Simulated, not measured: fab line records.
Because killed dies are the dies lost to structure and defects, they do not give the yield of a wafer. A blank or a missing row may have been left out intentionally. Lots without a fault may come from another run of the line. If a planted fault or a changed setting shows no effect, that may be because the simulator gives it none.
Which of the tools did it? ; flow nand harc ; Sampling: 23 lots, 69 wafers, 4 of 1302 route steps

## WHAT THE GAUGES READ, wafer by wafer
NHARC_A_CONTACT_OVL_MEAS_09.
lot;measured;on;overlay x nm (nm);overlay y nm (nm)
L074;day 23 00:08;overlay-01;0.6 1.4 0.3;0.4 0.3 0.1
L076;day 23 06:40;overlay-02;0.4 0.1 0.1;-0.1 -0.8 -0.5
L077;day 23 11:55;overlay-01;-0.7 -0.2 -0.2;0.5 0.5 0.7
L078;day 23 19:42;overlay-01;-0.7 -0.8 -0.6;0.4 0.2 0.6
L079;day 23 22:34;overlay-02;0.1 0.4 0.1;-1.1 -1.2 -1.0
L082;day 25 07:29;overlay-01;-0.4 -0.7 0.2;-0.8 -0.9 -1.0
L081;day 25 08:16;overlay-01;0.9 -0.1 0.7;-0.9 -0.8 -0.7
L080;day 25 15:25;overlay-02;-0.2 -0.5 -1.0;-1.0 -1.0 -1.6
L083;day 25 17:46;overlay-02;-0.7 -0.7 -0.5;-0.7 0.3 -0.4
L084;day 27 12:17;overlay-01;1.8 2.3 0.8;-0.2 -0.6 -0.5
L086;day 27 14:23;overlay-01;0.7 0.1 0.3;0.0 -0.5 0.2
L085;day 27 14:38;overlay-01;0.8 0.1 1.0;1.5 1.2 1.1
L087;day 27 17:25;overlay-01;1.0 0.8 0.8;0.6 0.7 0.6
L089;day 28 05:01;overlay-01;0.8 0.5 0.6;0.7 1.0 0.5
L088;day 28 08:18;overlay-01;-0.2 -0.4 -0.6;0.4 0.4 0.2
L092;day 28 22:48;overlay-01;0.7 0.1 0.9;1.1 0.1 0.6
L090;day 29 02:23;overlay-02;0.5 0.6 -0.1;-0.6 -0.6 -0.5
L091;day 29 07:58;overlay-02;-1.3 -1.0 -1.2;-0.6 -0.7 -0.9
L093;day 30 21:53;overlay-02;-0.1 0.5 0.1;-0.1 0.4 0.5
L095;day 31 01:20;overlay-02;0.4 0.4 1.0;0.2 0.4 0.4
L097;day 31 03:10;overlay-01;-0.1 0.0 -0.1;1.9 1.8 1.8
L094;day 31 04:54;overlay-02;-0.2 -0.4 -0.2;-0.3 0.5 0.2
L096;day 31 17:38;overlay-02;-1.1 -0.8 -0.9;0.6 0.4 0.4

## TOOL THAT RAN EACH LOT (tool first, then ch and the chambers of the sampled wafers, then the start)
lot;NHARC_A_CONTACT_ETCH_77;NHARC_A_CONTACT_ETCH_132;NHARC_A_CONTACT_DEP_85
L074;rie diel-06 ch 0,1,2, day 22 14:54 or earlier;har cap etch-01 ch 0,1, day 22 14:54;pecvd-01 ch 0,1,2, day 22 23:20
L076;rie diel-05 ch 0,2,3, day 22 19:23 or earlier;har cap etch-03 ch 0,1, day 22 19:23;pecvd-04 ch 0,2, day 23 05:53
L077;rie diel-05 ch 0,2, day 23 06:27 or earlier;har cap etch-01 ch 0,1, day 23 06:27;pecvd-01 ch 0,1,2, day 23 11:07
L078;rie diel-05 ch 0,2,3, day 23 15:03 or earlier;har cap etch-03 ch 0,1, day 23 15:03;pecvd-01 ch 0,1, day 23 18:57
L079;rie diel-07 ch 0,1,2, day 23 17:59 or earlier;har cap etch-02 ch 0,1, day 23 17:59;pecvd-01 ch 0,2, day 23 21:55
L082;rie diel-06 ch 1,3, day 25 00:59 or earlier;har cap etch-01 ch 0,1, day 25 00:59;pecvd-04 ch 0,2, day 25 06:43
L081;rie diel-05 ch 0,1,3, day 25 02:01 or earlier;har cap etch-03 ch 0,1, day 25 02:01;pecvd-01 ch 0,1,2, day 25 07:27
L080;rie diel-06 ch 1,2,3, day 25 08:59 or earlier;har cap etch-01 ch 0, day 25 08:59;pecvd-04 ch 1,2, day 25 14:44
L083;rie diel-06 ch 1,2,3, day 25 12:57 or earlier;har cap etch-01 ch 0,1, day 25 12:57;pecvd-04 ch 1,2, day 25 16:58
L084;rie diel-07 ch 1,2,3, day 27 04:01 or earlier;har cap etch-02 ch 0,1, day 27 04:01;pecvd-01 ch 0,1,2, day 27 11:33
L086;rie diel-07 ch 0,2,3, day 27 08:06 or earlier;har cap etch-03 ch 0, day 27 08:06;pecvd-03 ch 1,2, day 27 13:34
L085;rie diel-06 ch 0,1, day 27 08:55 or earlier;har cap etch-01 ch 0,1, day 27 08:55;pecvd-03 ch 1,2, day 27 13:52
L087;rie diel-05 ch 2,3, day 27 11:54 or earlier;har cap etch-02 ch 0,1, day 27 11:54;pecvd-03 ch 0,1,2, day 27 16:37
L089;rie diel-06 ch 1,2, day 28 00:00 or earlier;har cap etch-03 ch 0, day 28 00:00;pecvd-03 ch 0,2, day 28 04:14
L088;rie diel-06 ch 1,2, day 28 03:06 or earlier;har cap etch-02 ch 0,1, day 28 03:06;pecvd-03 ch 0,2, day 28 07:38
L092;rie diel-06 ch 0,1, day 28 15:05 or earlier;har cap etch-03 ch 0,1, day 28 15:05;pecvd-03 ch 1,2, day 28 22:08
L090;rie diel-07 ch 1,2, day 28 18:37 or earlier;har cap etch-01 ch 0, day 28 18:37;pecvd-04 ch 1,2, day 29 01:46
L091;rie diel-07 ch 0,3, day 29 02:44 or earlier;har cap etch-03 ch 0,1, day 29 02:44;pecvd-04 ch 0,2, day 29 07:10
L093;rie diel-06 ch 0,2,3, day 30 13:10 or earlier;har cap etch-01 ch 0,1, day 30 13:10;pecvd-04 ch 0,2, day 30 21:06
L095;rie diel-06 ch 0,1,2, day 30 18:10 or earlier;har cap etch-02 ch 0,1, day 30 18:10;pecvd-04 ch 0,1,2, day 31 00:37
L097;rie diel-05 ch 1,2,3, day 30 20:19 or earlier;har cap etch-03 ch 0,1, day 30 20:19;pecvd-01 ch 0,2, day 31 02:21
L094;rie diel-06 ch 0,2,3, day 30 23:13 or earlier;har cap etch-01 ch 0,1, day 30 23:13;pecvd-01 ch 0,1,2, day 31 04:05
L096;rie diel-07 ch 0,3, day 31 12:23 or earlier;har cap etch-01 ch 0,1, day 31 12:23;pecvd-04 ch 0,1,2, day 31 16:53
- NHARC_A_CONTACT_ETCH_77: etches the open film in CF4/CHF3, target depth 108.9 nm, time 54.5 s.
- NHARC_A_CONTACT_ETCH_132: etches the open film in C4F8/O2/Ar, time 197 s, target depth 1924 nm.
- NHARC_A_CONTACT_DEP_85: deposits SiON, target thk 60 nm.

## WHAT THE TOOLS THEMSELVES READ (means of the sampled wafers that have a number; where no wafer has one, the mark that the record gives instead)
NHARC_A_CONTACT_ETCH_77.
lot;tool;bias w (W);chamber pressure mTorr (mTorr);chf3 flow sccm (sccm);drypump motor current A (A);oes product au (a.u.);rf vpp V (V);showerhead plenum p Torr (Torr);throttle valve pct (%)
L074;rie diel-06;198.9;25.015;30.05;5.9;0.927;372.0;1.60;16.802
L076;rie diel-05;199.8;24.998;30.12;5.4;0.916;372.7;1.62;16.804
L077;rie diel-05;200.0;25.004;29.89;5.1;0.928;372.7;1.62;16.795
L078;rie diel-05;200.7;24.988;30.05;5.4;0.919;372.7;1.62;16.799
L079;rie diel-07;199.9;25.008;29.96;5.8;0.973;371.2;1.59;16.797
L082;rie diel-06;200.5;25.033;29.98;5.1;0.924;370.5;1.55;16.805
L081;rie diel-05;199.9;24.993;30.08;5.2;0.928;369.7;1.56;16.801
L080;rie diel-06;199.8;25.011;30.02;5.5;0.974;370.3;1.58;16.804
L083;rie diel-06;200.2;24.987;30.03;5.5;0.936;370.4;1.57;16.794
L084;rie diel-07;199.6;25.018;30.02;5.9;0.928;370.8;1.58;16.803
L086;rie diel-07;200.3;24.984;30.11;5.9;0.928;369.7;1.56;16.801
L085;rie diel-06;199.5;25.006;29.98;5.5;0.974;371.6;1.57;16.809
L087;rie diel-05;200.1;24.995;29.99;5.9;0.938;373.2;1.64;16.814
L089;rie diel-06;200.2;24.992;29.86;5.5;0.931;370.2;1.56;16.808
L088;rie diel-06;199.6;24.982;29.95;5.9;0.937;369.9;1.58;16.797
L092;rie diel-06;200.1;24.983;29.89;5.5;0.924;370.3;1.57;16.802
L090;rie diel-07;200.3;25.004;29.97;5.7;0.933;374.5;1.69;16.800
L091;rie diel-07;200.9;25.005;30.07;6.0;0.952;371.7;1.61;16.806
L093;rie diel-06;199.8;25.000;30.09;6.0;0.925;371.7;1.61;16.795
L095;rie diel-06;200.4;24.997;29.92;5.9;0.917;372.4;1.59;16.804
L097;rie diel-05;200.2;24.989;29.99;5.7;0.930;370.9;1.57;16.803
L094;rie diel-06;200.6;24.999;29.94;6.0;0.977;371.5;1.60;16.804
L096;rie diel-07;200.3;25.012;30.04;6.0;0.951;372.8;1.60;16.803

NHARC_A_CONTACT_ETCH_132.
lot;tool;chamber pressure mTorr (mTorr);oes air line au (a.u.)
L074;har cap etch-01;19.984;0.992
L076;har cap etch-03;20.017;0.994
L077;har cap etch-01;20.002;0.998
L078;har cap etch-03;20.000;1.004
L079;har cap etch-02;19.998;0.985
L082;har cap etch-01;19.989;0.993
L081;har cap etch-03;20.006;1.008
L080;har cap etch-01;20.005;1.003
L083;har cap etch-01;19.995;1.017
L084;har cap etch-02;20.021;0.989
L086;har cap etch-03;20.012;1.004
L085;har cap etch-01;20.000;1.005
L087;har cap etch-02;19.988;1.009
L089;har cap etch-03;20.006;0.991
L088;har cap etch-02;19.998;0.989
L092;har cap etch-03;20.014;1.006
L090;har cap etch-01;19.988;0.999
L091;har cap etch-03;20.007;1.014
L093;har cap etch-01;20.018;1.013
L095;har cap etch-02;20.003;0.986
L097;har cap etch-03;19.986;0.989
L094;har cap etch-01;20.004;0.995
L096;har cap etch-01;19.981;0.997

NHARC_A_CONTACT_DEP_85.
lot;tool;heater power w (W)
L074;pecvd-01;809
L076;pecvd-04;715
L077;pecvd-01;817
L078;pecvd-01;785
L079;pecvd-01;782
L082;pecvd-04;756
L081;pecvd-01;773
L080;pecvd-04;710
L083;pecvd-04;757
L084;pecvd-01;817
L086;pecvd-03;719
L085;pecvd-03;727
L087;pecvd-03;720
L089;pecvd-03;724
L088;pecvd-03;676
L092;pecvd-03;593
L090;pecvd-04;720
L091;pecvd-04;679
L093;pecvd-04;700
L095;pecvd-04;708
L097;pecvd-01;795
L094;pecvd-01;883
L096;pecvd-04;718

## THE ANSWER, worked out from the rows above alone
Rule: usual is defined by the lots themselves. Put in order of their means at a reading, lots are off if they are a third of the lots or fewer, leave a main group of 4 or more, and stand apart from it by a gap of 3 or more times the standard deviation of the main group's means; of several such gaps the widest counts. A main group is skipped when, at the precision printed for the reading in the tables above, its means are all equal. A lot without any number at a reading at which 4 lots or more have one is off too. All remaining lots with rows at the step are treated as sound. The gauges are gone through in route order, then the tools' own readings, and for those a lot's mean is taken as printed above. The first step at which some lot is off is used, and at that step the reading that is off furthest; a lot without a number counts as furthest.
Nothing can be told from this: no lot is off at any reading shown.

## WHAT WAS PUT IN BY THE SIMULATOR
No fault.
